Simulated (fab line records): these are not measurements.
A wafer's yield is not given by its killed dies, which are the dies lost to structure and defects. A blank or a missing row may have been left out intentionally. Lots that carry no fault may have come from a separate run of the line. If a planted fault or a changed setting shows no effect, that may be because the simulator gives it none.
Split-lot experiment ; flow n5_finfet ; on a route of 1938 steps: 7 lots, 39 wafers read

## ABOUT THE SPLIT
At N5_DUMMY_GATE_ETCH_32 (etches SiO2 in CF4, target depth 3.5 nm, time 3.9 s), the setting time_s was moved away from the recipe's 3.9 s on 12 of the 39 wafers read, by -22.5% to -7.7%. This setting was run at the recipe's value on the other wafers.

The split's own step is where the reading is taken.

## THE READING
etch.depth_nm (the simulator's own value, which no gauge read), in nm, at N5_DUMMY_GATE_ETCH_32 (etches SiO2 in CF4, target depth 3.5 nm, time 3.9 s). The file does not state a usual value for it. The 27 wafers here that ran the recipe average 3.512 nm, standard deviation 0.047 nm.

wafer;tool, chamber at the split;time_s as run, s;against the recipe;etch.depth_nm, nm;against lot-mates on the recipe
L074.1;rie_si-05, 2;3.518;-9.8%;3.162;-0.352
L074.2;rie_si-05, 3;3.9;recipe;3.516;-
L074.3;rie_si-05, 1;3.518;-9.8%;3.207;-0.307
L074.4;rie_si-05, 0;3.9;recipe;3.504;-
L074.5;rie_si-05, 2;3.9;recipe;3.522;-
L074.6;rie_si-05, 3;3.518;-9.8%;3.156;-0.358
L078.1;rie_si-05, 1;3.9;recipe;3.554;-
L078.2;rie_si-05, 3;3.9;recipe;3.513;-
L078.3;rie_si-05, 2;3.9;recipe;3.485;-
L078.4;rie_si-05, 0;3.9;recipe;3.457;-
L078.5;rie_si-05, 1;3.9;recipe;3.546;-
L078.6;rie_si-05, 0;3.9;recipe;3.503;-
L081.1;rie_si-05, 2;3.9;recipe;3.488;-
L081.2;rie_si-05, 3;3.357;-13.9%;2.975;-0.502
L081.3;rie_si-05, 0;3.9;recipe;3.46;-
L081.4;rie_si-05, 2;3.357;-13.9%;3.01;-0.467
L081.5;rie_si-05, 3;3.9;recipe;3.484;-
L081.6;rie_si-05, 0;3.357;-13.9%;2.998;-0.479
L086.2;rie_si-02, 1;3.9;recipe;3.478;-
L086.5;rie_si-02, 0,1;3.9;recipe;3.486;-
L086.6;rie_si-02, 0,1;3.9;recipe;3.486;-
L088.1;rie_si-01, 0;3.9;recipe;3.633;-
L088.2;rie_si-01, 2;3.9;recipe;3.519;-
L088.3;rie_si-01, 3;3.9;recipe;3.566;-
L088.4;rie_si-01, 1;3.9;recipe;3.499;-
L088.5;rie_si-01, 3;3.9;recipe;3.58;-
L088.6;rie_si-01, 0;3.9;recipe;3.628;-
L095.1;rie_si-05, 2;3.9;recipe;3.488;-
L095.2;rie_si-05, 3;3.021;-22.5%;2.674;-0.798
L095.3;rie_si-05, 1;3.021;-22.5%;2.774;-0.698
L095.4;rie_si-05, 0;3.9;recipe;3.475;-
L095.5;rie_si-05, 2;3.021;-22.5%;2.721;-0.751
L095.6;rie_si-05, 3;3.9;recipe;3.453;-
L096.1;rie_si-05, 1;3.9;recipe;3.546;-
L096.2;rie_si-05, 2;3.598;-7.7%;3.246;-0.253
L096.3;rie_si-05, 0;3.598;-7.7%;3.193;-0.306
L096.4;rie_si-05, 3;3.9;recipe;3.477;-
L096.5;rie_si-05, 0;3.598;-7.7%;3.218;-0.281
L096.6;rie_si-05, 3;3.9;recipe;3.473;-
If several chambers appear in one row, that row covers several wafers at once and the file leaves open which wafer was in which chamber.

THE FIT
A straight line over all 39 wafers: etch.depth_nm changes by +0.0355 nm for each +1% of time_s; r = +0.99; the points scatter about the line by 0.044 nm.
The same after taking each lot's own level away (the mean of its wafers on the recipe; 39 wafers): +0.0338 nm for each +1%; r = +0.99; scatter 0.032 nm.
That fit puts the effect of the largest move of time_s on the reading at 0.76 nm.
From 3.4720 to 3.5708 nm: that is the span of the lots' own levels, equal to 2.1 times the standard deviation above.
So the lot-to-lot level changes the slope little: the two slopes agree.
Check: with one of the wafers moved furthest among these (-22.5%) left out of the fit, the line predicts -0.755 nm for it against its lot-mates. Against them it came out at -0.798 nm.

## THE OTHER SPLITS THESE WAFERS WENT THROUGH
These wafers also went through other splits before the reading. Each is held against what the fit with the lots' levels taken away leaves over:
other split on the same wafers;wafers away from the commonest value;r with etch.depth_nm (lot level and that fit taken away)
N5_WELL_APT_IMPLANT_14 energy_kev;15;+0.00
N5_FIN_SAQP_ALD_61 temp_c;12;-0.05
N5_FIN_SAQP_SPACER1_ALD_24 temp_c;18;+0.05
N5_DUMMY_GATE_EXPOSE_12 dose_mj;12;-0.03
N5_DUMMY_GATE_ETCH_31 target_depth_a;9;+0.05

## THE FILE'S OWN FIT
etch.depth_nm changes by +0.0339 nm for each +1% of time_s, r = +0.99.
